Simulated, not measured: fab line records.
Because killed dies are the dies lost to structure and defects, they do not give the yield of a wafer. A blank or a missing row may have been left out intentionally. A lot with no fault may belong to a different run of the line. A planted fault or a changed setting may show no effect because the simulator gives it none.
Matching of chambers / flow n5_finfet / N5_SD_EPI_P_SD_RECESS_17 on rie_si-04 has 4 sister chambers
The step chemistry HBr/Cl2/O2, target depth 39.1 nm, bt time 3 s. 22 wafers are shown with their chamber, then 11 later ones without.

== WAFERS PAIRED WITH THEIR CHAMBERS ==
wafer=L078.1; chamber=3; drypump_motor_current_A (A)=5.1; throttle_valve_pct (%)=37.3; oes_product_au (a.u.)=1.024
wafer=L078.2; chamber=0; drypump_motor_current_A (A)=5.7; throttle_valve_pct (%)=37.0; oes_product_au (a.u.)=1.009
wafer=L078.5; chamber=0; drypump_motor_current_A (A)=5.7; throttle_valve_pct (%)=37.1; oes_product_au (a.u.)=1.000
wafer=L080.3; chamber=3; drypump_motor_current_A (A)=5.1; throttle_valve_pct (%)=37.3; oes_product_au (a.u.)=1.026
wafer=L080.4; chamber=1; drypump_motor_current_A (A)=4.9; throttle_valve_pct (%)=37.5; oes_product_au (a.u.)=0.974
wafer=L080.5; chamber=2; drypump_motor_current_A (A)=5.0; throttle_valve_pct (%)=36.7; oes_product_au (a.u.)=1.011
wafer=L084.1; chamber=2; drypump_motor_current_A (A)=5.0; throttle_valve_pct (%)=36.7; oes_product_au (a.u.)=1.019
wafer=L084.3; chamber=3; drypump_motor_current_A (A)=5.1; throttle_valve_pct (%)=37.2; oes_product_au (a.u.)=1.022
wafer=L084.4; chamber=1; drypump_motor_current_A (A)=4.9; throttle_valve_pct (%)=37.4; oes_product_au (a.u.)=0.981
wafer=L085.1; chamber=3; drypump_motor_current_A (A)=5.1; throttle_valve_pct (%)=37.2; oes_product_au (a.u.)=1.022
wafer=L085.4; chamber=2; drypump_motor_current_A (A)=5.0; throttle_valve_pct (%)=36.7; oes_product_au (a.u.)=1.017
wafer=L085.6; chamber=3; drypump_motor_current_A (A)=5.1; throttle_valve_pct (%)=37.3; oes_product_au (a.u.)=1.023
wafer=L086.1; chamber=2; drypump_motor_current_A (A)=4.9; throttle_valve_pct (%)=36.7; oes_product_au (a.u.)=1.021
wafer=L086.3; chamber=1; drypump_motor_current_A (A)=4.9; throttle_valve_pct (%)=37.5; oes_product_au (a.u.)=0.972
wafer=L086.5; chamber=2; drypump_motor_current_A (A)=5.0; throttle_valve_pct (%)=36.7; oes_product_au (a.u.)=1.018
wafer=L087.1; chamber=3; drypump_motor_current_A (A)=5.1; throttle_valve_pct (%)=37.2; oes_product_au (a.u.)=1.019
wafer=L087.4; chamber=1; drypump_motor_current_A (A)=4.9; throttle_valve_pct (%)=37.5; oes_product_au (a.u.)=0.981
wafer=L087.5; chamber=1; drypump_motor_current_A (A)=4.9; throttle_valve_pct (%)=37.5; oes_product_au (a.u.)=0.980
wafer=L088.1; chamber=1; drypump_motor_current_A (A)=4.9; throttle_valve_pct (%)=37.5; oes_product_au (a.u.)=0.978
wafer=L088.3; chamber=0; drypump_motor_current_A (A)=5.7; throttle_valve_pct (%)=37.0; oes_product_au (a.u.)=1.009
wafer=L088.4; chamber=2; drypump_motor_current_A (A)=5.0; throttle_valve_pct (%)=36.7; oes_product_au (a.u.)=1.018
wafer=L091.2; chamber=1; drypump_motor_current_A (A)=4.9; throttle_valve_pct (%)=37.5; oes_product_au (a.u.)=0.982

SIGNATURES (averages over the wafers above)
reading=drypump_motor_current_A; chamber 0=5.700; chamber 1=4.900; chamber 2=4.983; chamber 3=5.100; scatter within a chamber=0.0215
reading=throttle_valve_pct; chamber 0=37.033; chamber 1=37.486; chamber 2=36.700; chamber 3=37.250; scatter within a chamber=0.041
reading=oes_product_au; chamber 0=1.00600; chamber 1=0.97829; chamber 2=1.01733; chamber 3=1.02267; scatter within a chamber=0.00356
Rule: for a wafer and a chamber, the distance is found by dividing, reading by reading, the gap between the wafer's reading and the chamber's mean by the reading's scatter, squaring, summing and taking the root. The wafer belongs to the nearest chamber; if the next one is less than 2 further off, it can't be placed. The scatter: take each reading less its chamber's mean, square it, sum over the shown wafers, divide by the number of wafers less the number of chambers, and take the root.

== WAFERS MISSING THEIR CHAMBER ==
wafer=L091.3; drypump_motor_current_A (A)=4.9; throttle_valve_pct (%)=36.7; oes_product_au (a.u.)=1.015
wafer=L091.6; drypump_motor_current_A (A)=4.9; throttle_valve_pct (%)=37.4; oes_product_au (a.u.)=0.982
wafer=L092.2; drypump_motor_current_A (A)=5.7; throttle_valve_pct (%)=37.1; oes_product_au (a.u.)=1.008
wafer=L092.3; drypump_motor_current_A (A)=4.9; throttle_valve_pct (%)=36.7; oes_product_au (a.u.)=1.025
wafer=L092.4; drypump_motor_current_A (A)=5.1; throttle_valve_pct (%)=37.3; oes_product_au (a.u.)=1.027
wafer=L093.1; drypump_motor_current_A (A)=5.1; throttle_valve_pct (%)=37.2; oes_product_au (a.u.)=1.032
wafer=L093.3; drypump_motor_current_A (A)=5.0; throttle_valve_pct (%)=36.7; oes_product_au (a.u.)=1.020
wafer=L093.6; drypump_motor_current_A (A)=4.9; throttle_valve_pct (%)=37.4; oes_product_au (a.u.)=0.985
wafer=L095.1; drypump_motor_current_A (A)=5.1; throttle_valve_pct (%)=37.3; oes_product_au (a.u.)=1.027
wafer=L095.3; drypump_motor_current_A (A)=5.0; throttle_valve_pct (%)=36.7; oes_product_au (a.u.)=1.020
wafer=L095.4; drypump_motor_current_A (A)=4.9; throttle_valve_pct (%)=37.4; oes_product_au (a.u.)=0.984

== WHICH CHAMBER EACH ONE RAN IN ==
wafer=L091.3; from the rows above=2; in truth=2
wafer=L091.6; from the rows above=1; in truth=1
wafer=L092.2; from the rows above=0; in truth=0
wafer=L092.3; from the rows above=2; in truth=2
wafer=L092.4; from the rows above=3; in truth=3
wafer=L093.1; from the rows above=3; in truth=3
wafer=L093.3; from the rows above=2; in truth=2
wafer=L093.6; from the rows above=1; in truth=1
wafer=L095.1; from the rows above=3; in truth=3
wafer=L095.3; from the rows above=2; in truth=2
wafer=L095.4; from the rows above=1; in truth=1
Placed correctly: 11 of 11. Number that these rows cannot place: 0. Wrongly placed: 0.
